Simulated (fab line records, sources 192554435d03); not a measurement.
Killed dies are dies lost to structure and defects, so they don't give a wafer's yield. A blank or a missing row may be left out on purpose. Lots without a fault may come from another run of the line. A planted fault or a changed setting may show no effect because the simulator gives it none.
fab line records | flow n5_finfet
record lots=4 wafers=12 last_day=17
route steps=1938 shown HKMG_FIN@401 BEOL_M4@1111 PASSIVATION@1936
lots that met no fault: from a run of the same line without faults
start_h: hours from the record's first day to the start of the lot's first wafer shown | wait_h: hours since the lot's step before | " the same as in the row above | L1.1+2: a row that stands for several wafers | - no value, or no start given | * or withheld: withheld | < > ~ a bound
route shown NAME@n: a module of which the file shows steps, and the number in the route of the first | usual: mean/standard deviation of fault-free wafers | same: alike in all rows | chamber/n: place in a boat | sites: the reading at each site | _std_site: their standard deviation | _edge_site: outer sites' mean less inner sites' | radius_mm: how far each site lies from the wafer's centre | mask NAME#n: copy n | behind: the tool/chamber that last shaped the wafer | hold: why the lot was held/for how many hours/how that ended | device: the transistor (n, p or np) that didn't switch | end of line: the same wafers' tests at the end of the route | a step without rows: its recipe alone | killed: dies lost to structure and defects at the first sort, not the wafer's yield | map: a wafer's dies, x killed, . not, _ none there
set.NAME: the setting as run; set.NAME@STEP: as run at that earlier step | model.NAME: the simulator's own value behind a step, which no gauge read
lots at some steps of the route; a table a step, a row a wafer
services: from which hour (start_h, from the record's first day; less than 0 if before it) a tool's chamber was out of use, for how many hours, and why
## steps
# step N5_HKMG_FIN_DESCUM_53
# recipe chemistry=O2 time_s=7.9 source_power_w=50 bias_power_w=20 pressure_mtorr=20 rf_frequency_hz=2.712e+07 temp_c=40 resist=CAR-ArF o2_flow_sccm=225
# step N5_HKMG_FIN_ETCH_54
# recipe chemistry=CF4 target=SiARC target_depth_a=455 mask_material=CAR-ArF time_s=75.8 ion_energy_ev=80 pressure_mtorr=40 source_w=545 bias_w=36 Ar_flow_sccm=100 cf4_flow_sccm=100 ends=cleared
# step N5_HKMG_FIN_ETCH_55
# recipe chemistry=N2/H2 target=SOC target_depth_a=2400 temp_c=40 time_s=300 ion_energy_ev=200 mask_material=SiARC pressure_mtorr=30 source_w=840 bias_w=150 n2_flow_sccm=200 h2_flow_sccm=200
# step N5_HKMG_FIN_STRIP_56
# recipe chemistry=N2/H2 temp_c=40 n2_flow_sccm=200 h2_flow_sccm=200 rf_frequency_hz=6e+07
# step N5_HKMG_FIN_STRIP_57
# recipe chemistry=CF4 resist=SiARC power_w=300 bias_power_w=75 pressure_mtorr=50 cf4_flow_sccm=150 rf_frequency_hz=6e+07
# step N5_HKMG_FIN_ETCH_58
# recipe chemistry=N2/H2 target=SOC target_depth_a=2158 ion_energy_ev=50 bias_w=13 time_s=741 pressure_mtorr=30 source_w=875 n2_flow_sccm=200 h2_flow_sccm=200
# step N5_HKMG_FIN_STRIP_93
# recipe chemistry=N2/H2 material=SOC time_s=20 power_w=500 temp_c=40 pressure_mtorr=50 rf_frequency_hz=6e+07 bias_power_w=8 h2_frac=0.5 n2_flow_sccm=300 h2_flow_sccm=300
# step N5_HKMG_FIN_WET_ETCH_76
# recipe chemistry=dNH4OH mix=1:50 temp_c=25 target=Al2O3 stop_on=La2O3 target_depth_nm=2.25 dry=ipa_marangoni rinse_time_s=30 rinse_temp_c=23
# step N5_HKMG_FIN_STRIP_60
# recipe chemistry=N2/H2 power_w=2500 temp_c=300 h2_frac=0.65 time_s=360 pressure_mtorr=withheld n2_flow_sccm=1750 h2_flow_sccm=3250
# step N5_HKMG_FIN_WET_ETCH_77
# recipe chemistry=dHCl mix=1:10000 temp_c=25 target=La2O3 stop_on=HfO2 target_depth_nm=2
# step N5_HKMG_FIN_WET_ETCH_78
# recipe chemistry=dNH4OH mix=1:50 temp_c=25 target=Al2O3 stop_on=La2O3 target_depth_nm=4.5 dry=ipa_marangoni rinse_time_s=30 rinse_temp_c=23
# step N5_HKMG_FIN_ALD_79
# recipe material=TiN target_thk_a=15 temp_c=400 ald_precursor_family=TiCl4 ald_co_reactant=NH3 pulse_time_s=1 purge_time_s=3 co_reactant_purge_time_s=2 co_reactant_pulse_time_s=2 ald_cycles=68 pressure_torr=3
# usual ald_cycles=68/0 heater_power_w=882/76 precursor_pulse_height_rel=1.002/0.021
# same co_reactant_pulse_time_s=2 purge_time_s=3
# columns lot.wafer tool chamber start_h wait_h ald_cycles heater_power_w precursor_pulse_height_rel model.TiN_of_HKMG_FIN_ALD_79.thk_nm
L209.1 ald_metal-03 1 106.10 0.0 68 927 0.963 1.4
L209.3 " 0 " " 68 946 0.990 1.4
L209.5 " 0 " " 68 951 0.994 1.4
L214.4 ald_metal-03 3 135.77 0.0 27 911 0.983 0.6
L214.5 " 0 " " 27 936 0.980 0.6
L214.6 " 1 " " 27 915 1.005 0.6
L218.1 ald_metal-03 3 158.51 0.0 27 865 0.997 0.6
L218.4 " 0 " " 27 929 1.007 0.6
L218.6 " 2 " " 27 974 0.999 0.6
L227.3 ald_metal-02 3 210.54 0.0 68 768 1.015 1.6
L227.4 " 2 " " 68 820 0.981 1.6
L227.6 " 1 " " 68 903 1.016 1.6
# step N5_HKMG_FIN_CVD_62
# recipe material=a-Si target_thk_a=30 temp_c=500 precursor=Si2H6 pressure_torr=1 time_s=20.8
# step N5_HKMG_FIN_RTA_80
# recipe temp_c=withheld time_s=2 ambient=N2 idle_temp_c=600 ramp_up_c_per_s=150 ramp_down_c_per_s=60 cool_to_c=600
# step N5_HKMG_FIN_PRECLEAN_64
# recipe chemistry=dHF time_s=30 temp_c=25 dilution=withheld
# step N5_HKMG_FIN_WET_ETCH_65
# recipe chemistry=TMAH temp_c=70 conc_wt_pct=5 target=a-Si stop_on=TiN time_s=49 target_depth_nm=3
# step N5_HKMG_FIN_WET_ETCH_81
# recipe chemistry=SC1 target=TiN stop_on=HfO2 mix=1:1:5 temp_c=60 time_s=57 target_depth_nm=6
# step N5_HKMG_FIN_WET_ETCH_82
# recipe chemistry=dHCl mix=1:10000 temp_c=25 target=La2O3 stop_on=HfO2 target_depth_nm=2 dry=ipa_marangoni rinse_time_s=30 rinse_temp_c=23
# step N5_HKMG_FIN_ALD_36
# recipe material=TiN target_thk_a=10 temp_c=400 ald_precursor_family=TiCl4 ald_co_reactant=NH3 pulse_time_s=1 purge_time_s=3 co_reactant_purge_time_s=2 co_reactant_pulse_time_s=2 ald_cycles=47 pressure_torr=3
# step N5_HKMG_FIN_PWFM_ALD_03
# recipe material=TiN target_thk_a=20 temp_c=400 ald_precursor_family=TiCl4 ald_co_reactant=NH3 pulse_time_s=1 purge_time_s=3 co_reactant_purge_time_s=2 co_reactant_pulse_time_s=2 ald_cycles=91 pressure_torr=3
# step N5_HKMG_FIN_COAT_29
# recipe resist=SOC temp_c=250 time_s=60 spin_rpm=1500 resist_thk_nm=300
# step N5_HKMG_FIN_COAT_30
# recipe resist=SiARC temp_c=220 time_s=60 spin_rpm=1500 resist_thk_nm=35
# step N5_HKMG_FIN_COAT_06
# recipe resist=CAR-ArF spin_rpm=1500 resist_thk_nm=90
# step N5_HKMG_FIN_EBR_08
# recipe solvent=PGMEA ebr_width_mm=1.5
# step N5_HKMG_FIN_SOFTBAKE_07
# recipe temp_c=110 time_s=60 resist=CAR-ArF
# step N5_HKMG_FIN_EXPOSE_09
# recipe mask_id=NWFM na=1.35 source_shape=conventional sigma_outer=0.8 polarization=unpolarized dose_mj=39.25
# step N5_HKMG_FIN_PEB_10
# recipe peb_temp_c=withheld peb_time_s=60 resist=CAR-ArF
# step N5_HKMG_FIN_DEVELOP_11
# recipe develop_time_s=30 developer=TMAH resist=CAR-ArF dev_temp_c=23 rinse_liquid=diw dry=air_spin
# step N5_HKMG_FIN_DESCUM_17
# recipe chemistry=O2 time_s=7.9 source_power_w=50 bias_power_w=20 pressure_mtorr=20 rf_frequency_hz=2.712e+07 temp_c=40 resist=CAR-ArF o2_flow_sccm=225
# step N5_HKMG_FIN_ETCH_31
# recipe chemistry=CF4 target=SiARC target_depth_a=455 mask_material=CAR-ArF time_s=75.8 ion_energy_ev=80 pressure_mtorr=40 source_w=545 bias_w=36 Ar_flow_sccm=100 cf4_flow_sccm=100 ends=cleared
# step N5_HKMG_FIN_ETCH_32
# recipe chemistry=N2/H2 target=SOC target_depth_a=2400 temp_c=40 time_s=300 ion_energy_ev=200 mask_material=SiARC pressure_mtorr=30 source_w=840 bias_w=150 n2_flow_sccm=200 h2_flow_sccm=200
# step N5_HKMG_FIN_STRIP_33
# recipe chemistry=N2/H2 temp_c=40 n2_flow_sccm=200 h2_flow_sccm=200 rf_frequency_hz=6e+07
# step N5_HKMG_FIN_STRIP_34
# recipe chemistry=CF4 resist=SiARC power_w=300 bias_power_w=75 pressure_mtorr=50 cf4_flow_sccm=150 rf_frequency_hz=6e+07
# step N5_HKMG_FIN_ETCH_35
# recipe chemistry=N2/H2 target=SOC target_depth_a=2158 ion_energy_ev=65 bias_w=5 source_w=3000 time_s=243.4 pressure_mtorr=30 n2_flow_sccm=200 h2_flow_sccm=200
# step N5_HKMG_FIN_STRIP_92
# recipe chemistry=N2/H2 material=SOC time_s=20 power_w=500 temp_c=40 pressure_mtorr=50 rf_frequency_hz=6e+07 bias_power_w=8 h2_frac=0.5 n2_flow_sccm=300 h2_flow_sccm=300
# step N5_HKMG_FIN_WET_ETCH_18
# recipe chemistry=SC1 target=TiN mix=1:1:5 temp_c=* time_s=55 target_depth_nm=5.2 dry=ipa_marangoni rinse_time_s=30 rinse_temp_c=23
# step N5_HKMG_FIN_STRIP_19
# recipe chemistry=N2/H2 power_w=2500 temp_c=300 h2_frac=0.65 time_s=360 pressure_mtorr=withheld n2_flow_sccm=1750 h2_flow_sccm=3250
# step N5_BEOL_M4_RC_MEAS_101
# usual DIBL_N=35.8/1.8 DIBL_P=35.6/2 IOFF_N=0.148/0.028 IOFF_P=0.20/0.034 IOFF_P_85C=3.5/0.49 IOFF_P_LIN=0.096/0.014 IOFF_P_LONG=0.000107/9.6e-06 ION_N=672/12 ION_P=462/8.5 SS_N=71.2/0.65 SS_P=73.1/0.67 VT_N=251/3.3 VT_N_LONG=274.5/2.4 VT_N_LVT=100/3.3 VT_P=-251/3.8 VT_P_LONG=-275/3.6 VT_P_LVT=-100/3.3
# columns lot.wafer tool chamber start_h wait_h DIBL_N[mV/V] DIBL_P[mV/V] IOFF_N[nA/um] IOFF_P[nA/um] IOFF_P_85C[nA/um] IOFF_P_LIN[nA/um] IOFF_P_LONG[nA/um] ION_N[uA/um] ION_P[uA/um] SS_N[mV/dec] SS_P[mV/dec] VT_N[mV] VT_N_LONG[mV] VT_N_LVT[mV] VT_P[mV] VT_P_LONG[mV] VT_P_LVT[mV]
L209.1 prober-01 0 196.42 0.0 36.1 34.7 0.136 0.18 3.1 0.087 0.000104 678 461 71.2 73.2 251 271.1 100 -253 -275 -100
L209.3 " 0 " " 34.8 33.6 0.117 0.16 2.9 0.081 0.00011 663 454 70.6 72.5 252 269.4 101 -255 -277 -102
L209.5 " 0 " " 36.1 35.3 0.133 0.18 3.2 0.090 9.9e-05 664 457 71.0 73.3 257 272.2 99 -252 -280 -101
L214.4 prober-01 0 221.97 0.5 35.7 36.2 0.116 0.11 2.1 0.053 6.8e-05 659 439 71.7 74.0 259 280.3 110 -271 -297 -121
L214.5 " 0 " " 35.2 35.0 0.108 0.10 1.9 0.049 7.1e-05 663 437 69.9 73.5 260 282.6 112 -271 -294 -123
L214.6 " 0 " " 35.6 34.7 0.115 0.10 1.9 0.049 6.9e-05 650 426 71.0 73.6 259 283.1 112 -272 -297 -124
L218.1 prober-01 0 244.70 0.0 33.5 33.5 0.099 0.10 1.9 0.050 8.1e-05 653 429 71.4 73.5 260 280.2 109 -270 -288 -119
L218.4 " 0 " " 33.1 32.2 0.096 0.10 1.9 0.051 8.4e-05 643 431 71.0 72.7 260 280.3 109 -269 -289 -117
L218.6 " 0 " " 31.6 30.1 0.073 0.08 1.5 0.042 7.9e-05 628 425 71.9 71.8 265 279.6 114 -274 -291 -122
L227.3 prober-02 0 311.02 0.3 34.3 34.4 0.142 0.20 3.4 0.098 0.000112 690 471 70.7 72.1 253 272.1 100 -250 -272 -100
L227.4 " 0 " " 37.9 38.2 0.200 0.25 4.2 0.115 0.00011 686 472 71.2 73.8 247 273.6 98 -247 -271 -97
L227.6 " 0 " " 38.1 38.1 0.214 0.26 4.3 0.120 0.000111 705 481 71.2 72.8 243 273.8 94 -244 -276 -97
# step N5_PASSIVATION_PROBE_49
# usual defect_limited_yield=91.3/1.5 killed_at_M0_to_M3=34/11 killed_at_M4_up=14/6.1 killed_at_contacts=12/5.9 killed_at_front_end=39/11 killed_at_other=4/3.3 killed_dies=102/18 killed_open=67/13 killed_short=33/7.9 sort_bin_5_function=5.1/1 sort_bin_6_memory=3.3/0.7 sort_bin_8_speed=0.1/0.69 sort_n_pass=1077/19 sort_yield_pct=91.3/1.6
# same gross_dies=1180 killed_at_back_side=0 sort_bin_4_leakage[%]=0
# columns lot.wafer tool chamber start_h wait_h defect_limited_yield[%] killed_at_M0_to_M3 killed_at_M4_up killed_at_contacts killed_at_front_end killed_at_other killed_dies killed_open killed_short sort_bin_5_function[%] sort_bin_6_memory[%] sort_bin_8_speed[%] sort_n_pass sort_yield_pct[%]
L209.1 prober-02 - 292.59 0.0 91.4 28 14 8 42 10 102 73 28 4.5 3.7 0 1078 91.4
L209.3 prober-02 - 292.69 0.1 90.5 34 22 11 42 3 112 69 40 5.9 3.1 0 1068 90.5
L209.5 prober-02 - 292.79 0.2 93.0 23 14 7 39 0 83 57 25 4.1 2.7 0 1097 93.0
L214.4 prober-02 - 320.20 0.2 91.5 29 11 13 40 7 100 56 39 5.1 3.1 0.7 1072 90.8
L214.5 prober-02 - 320.25 0.2 90.9 31 20 14 38 4 107 71 35 5.4 3.1 2.4 1045 88.6
L214.6 prober-02 - 320.30 0.3 91.6 26 12 11 46 4 99 60 31 5.2 3.0 31.9 705 59.7
L218.1 prober-01 - 343.61 0.0 92.4 30 19 8 30 3 90 59 27 4.4 3.0 17.9 879 74.5
L218.4 prober-01 - 343.76 0.2 90.6 35 20 11 39 6 111 74 37 5.5 3.6 18.9 846 71.7
L218.6 prober-01 - 343.86 0.3 91.4 25 24 9 32 11 101 68 32 5.6 2.8 57.3 403 34.2
L227.3 prober-01 - 404.29 0.1 93.5 37 2 14 24 0 77 52 23 4.0 2.3 0 1103 93.5
L227.4 prober-01 - 404.34 0.2 91.4 39 17 10 34 2 102 72 26 4.6 3.9 0 1078 91.4
L227.6 prober-01 - 404.44 0.3 91.9 28 16 9 42 1 96 68 26 5.1 3.0 0 1084 91.9
# killed by level:class
L209.1 STI_FIN_REVEAL:geometric_particle:open=13 BEOL_M0_SAQP:geometric_particle:short=9 BEOL_M0_SAQP:geometric_particle:open=9 DUMMY_GATE:geometric_particle:open=7 MOL_CONTACT_COAG:geometric_particle:open=7 BEOL_M1:geometric_particle:open=6 STARTING-WAFER:geometric_particle:open=6 FIN_SAQP:geometric_particle:open=5
L209.3 BEOL_M4:geometric_particle:open=14 FIN_SAQP:geometric_particle:short=10 FIN_SAQP:geometric_particle:open=8 BEOL_M0_SAQP:geometric_particle:short=8 BEOL_M1:geometric_particle:open=8 BEOL_M0_SAQP:geometric_particle:open=7 GATE_CUT:geometric_particle:open=5 MOL_CONTACT_COAG:geometric_particle:short=5
L209.5 STI_FIN_REVEAL:geometric_particle:open=10 BEOL_M1:geometric_particle:open=7 FIN_SAQP:geometric_particle:open=6 DUMMY_GATE:geometric_particle:open=6 MOL_CONTACT_COAG:geometric_particle:open=6 STI_FIN_REVEAL:geometric_particle:short=4 BEOL_M0_SAQP:geometric_particle:short=4 BEOL_M4:geometric_particle:short=4
L214.4 MOL_CONTACT_COAG:geometric_particle:open=10 STI_FIN_REVEAL:geometric_particle:open=10 BEOL_M0_SAQP:geometric_particle:open=8 DUMMY_GATE:geometric_particle:short=7 BEOL_M0_SAQP:geometric_particle:short=6 DUMMY_GATE:geometric_particle:open=5 BEOL_M1:geometric_particle:open=5 BEOL_M1:geometric_particle:short=4
L214.5 MOL_CONTACT_COAG:geometric_particle:open=11 BEOL_M4:geometric_particle:open=11 DUMMY_GATE:geometric_particle:open=10 BEOL_M0_SAQP:geometric_particle:short=10 GATE_CUT:geometric_particle:short=6 GATE_CUT:geometric_particle:open=5 BEOL_M0_SAQP:geometric_particle:open=5 BEOL_M0:geometric_particle:open=5
L214.6 STI_FIN_REVEAL:geometric_particle:open=9 FIN_SAQP:geometric_particle:short=8 MOL_CONTACT_COAG:geometric_particle:open=8 GATE_CUT:geometric_particle:short=6 BEOL_M0_SAQP:geometric_particle:open=6 BEOL_M0_SAQP:geometric_particle:short=6 BEOL_M1:geometric_particle:open=6 BEOL_M4:geometric_particle:open=5
L218.1 BEOL_M4:geometric_particle:open=10 BEOL_M0_SAQP:geometric_particle:short=9 FIN_SAQP:geometric_particle:open=8 MOL_CONTACT_COAG:geometric_particle:open=8 BEOL_M0_SAQP:geometric_particle:open=7 STI_FIN_REVEAL:geometric_particle:open=5 BEOL_M3:geometric_particle:open=5 FIN_SAQP:geometric_particle:short=3
L218.4 FIN_SAQP:geometric_particle:open=11 BEOL_M3:geometric_particle:open=11 BEOL_M0_SAQP:geometric_particle:short=9 MOL_CONTACT_COAG:geometric_particle:open=9 FIN_SAQP:geometric_particle:short=8 BEOL_M0_SAQP:geometric_particle:open=8 BEOL_M4:geometric_particle:open=6 BEOL_M5:geometric_particle:open=5
L218.6 BEOL_M3:geometric_particle:open=11 BEOL_M4:geometric_particle:open=10 FIN_SAQP:geometric_particle:open=6 MOL_CONTACT_COAG:geometric_particle:open=6 GATE_CUT:geometric_particle:short=5 BEOL_M2:geometric_particle:open=5 DUMMY_GATE:geometric_particle:open=4 BEOL_M0_SAQP:geometric_particle:open=4
L227.3 BEOL_M3:geometric_particle:open=17 MOL_CONTACT_COAG:geometric_particle:open=10 STI_FIN_REVEAL:geometric_particle:open=9 FIN_SAQP:geometric_particle:short=4 BEOL_M0_SAQP:geometric_particle:short=4 BEOL_M0_SAQP:geometric_particle:open=4 FIN_SAQP:geometric_particle:open=3 MOL_CONTACT_COAG:geometric_particle:short=3
L227.4 BEOL_M3:geometric_particle:open=14 STI_FIN_REVEAL:geometric_particle:open=11 MOL_CONTACT_COAG:geometric_particle:open=8 BEOL_M1:geometric_particle:open=7 DUMMY_GATE:geometric_particle:open=5 FIN_SAQP:geometric_particle:short=4 BEOL_M4:geometric_particle:open=4 BEOL_M0_SAQP:geometric_particle:short=4
L227.6 STI_FIN_REVEAL:geometric_particle:open=13 FIN_SAQP:geometric_particle:open=9 BEOL_M0_SAQP:geometric_particle:open=6 DUMMY_GATE:geometric_particle:open=5 MOL_CONTACT_COAG:geometric_particle:open=5 BEOL_M1:geometric_particle:open=5 BEOL_M0_SAQP:geometric_particle:short=4 BEOL_M2:geometric_particle:open=4
# map L214.5 (x killed, . not)
_________________............________________
______________............x...x._____________
___________........x...............__________
__________.........................._________
________...................x.x........_______
_______...x............x......x........______
______...........x.x...................x_____
_____x...........x......x.........x..x...____
____x....x...x............................___
___...x......x.......x...x..x....x.......x.__
___x.....x........x..........x.............__
__x.x.x....x...............x................_
__.................................xx......x_
_.......xx....x........x.....xx..............
_..........................................x.
_..................x..............x..x.x.....
_......x........x..........................x.
_..xx..x............x.......x.x........x.....
_...xx............x....x..............x....xx
_x....xx....x...............x................
_..............x......x......................
__....xx.............................xx....._
__..x.....xx.............x.x......x........._
___................................x.....x.__
___.......x...................x.x..........__
____......................................___
_____.....x..............................____
______.....xx.x...xx................x..._____
_______.........x.................x....______
________......................x......._______
__________xx...x...................x_________
___________...............x...x..x.__________
______________.................._____________
_________________...x.x......________________
# map L218.4 (x killed, . not)
_________________.......x....________________
______________x..........xx....._____________
___________........................__________
__________.........................._________
________x....x.....x.................._______
_______x.........xx......x..x.......x..______
______...................xx..x.........._____
_____.xx...........xx..x.x.............xx____
____..x..xx...........x...x......x........___
___...................x....x...............__
___..................x...........x...x.....__
__....x.....x.................x.....x......._
__....x.x...x.....x.........x..............._
_...............xx..x.........x..............
_..............x.......x...................x.
_..........................x.....x..x........
_...................xx.......................
_..........x..........................x..x...
_....x..................x..............x.....
_...x....xxxx..............x.......x.........
_......................x....x................
__......x.x...........................x....._
__..........................x..............x_
___.................................x......__
___......x..x.x.......x.......x.....x.x....__
____......xx...x.......x..............x...___
_____....x...............................____
______..xx......x........x........x....._____
_______......x...x........x............______
________x..x.x.............x......x..._______
__________x........x................_________
___________.............x.......xx.__________
______________..x.....x...x....._____________
_________________............________________
## services
# columns tool chamber start_h hours kind
ald_metal-02 0 83.91 9.8 repair
ald_metal-02 1 93.60 30.1 repair
ald_metal-02 3 97.60 3.6 repair
ald_metal-02 - 97.67 1.4 repair
ald_metal-02 - 107.38 0.4 repair
ald_metal-03 0 149.94 1.9 repair
## key
first_sign step=N5_HKMG_FIN_ALD_79 reading=ald_cycles direction=down sigmas=99+ usual=* struck=*
effect step=N5_BEOL_M4_RC_MEAS_101 reading=VT_P_LVT direction=down sigmas=6.3 usual=-100 struck=-121
effect step=N5_BEOL_M4_RC_MEAS_101 reading=VT_P direction=down sigmas=5.4 usual=-251 struck=-271
effect step=N5_BEOL_M4_RC_MEAS_101 reading=VT_P_LONG direction=down sigmas=4.9 usual=-275 struck=-293
effect step=N5_BEOL_M4_RC_MEAS_101 reading=ION_P direction=down sigmas=3.6 usual=462 struck=431
effect step=N5_BEOL_M4_RC_MEAS_101 reading=IOFF_P_LIN direction=down sigmas=3.5 usual=0.096 struck=0.049
effect step=N5_BEOL_M4_RC_MEAS_101 reading=VT_N_LVT direction=up sigmas=3.4 usual=100 struck=111
effect step=N5_BEOL_M4_RC_MEAS_101 reading=IOFF_P_85C direction=down sigmas=3.3 usual=3.5 struck=1.9
effect step=N5_BEOL_M4_RC_MEAS_101 reading=IOFF_P_LONG direction=down sigmas=3.2 usual=0.000107 struck=7.5e-05
effect step=N5_BEOL_M4_RC_MEAS_101 reading=IOFF_P direction=down sigmas=3 usual=0.20 struck=0.10
effect step=N5_BEOL_M4_RC_MEAS_101 reading=VT_N direction=up sigmas=2.7 usual=251 struck=260
effect step=N5_BEOL_M4_RC_MEAS_101 reading=VT_N_LONG direction=up sigmas=2.7 usual=274.5 struck=281.0
effect step=N5_BEOL_M4_RC_MEAS_101 reading=ION_N direction=down sigmas=1.9 usual=672 struck=649
effect step=N5_PASSIVATION_PROBE_49 reading=sort_bin_8_speed direction=up sigmas=31 usual=0.1 struck=21.5 wafers_moved=5
model_effect step=N5_HKMG_FIN_ALD_79 value=TiN_of_HKMG_FIN_ALD_79.thk_nm without=1.433 struck=0.6
met_at N5_HKMG_FIN_ALD_79
struck_wafers L214.4,L214.5,L214.6,L218.1,L218.4,L218.6
onset_between 106.10 135.77
fault kind=process_parameter_drift tool=ald_metal-03 chamber=- onset_h=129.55 steps=N5_HKMG_FIN_ALD_79 channel=ald_cycles offset=* shape=step end_h=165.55 acts_in=* stated=*
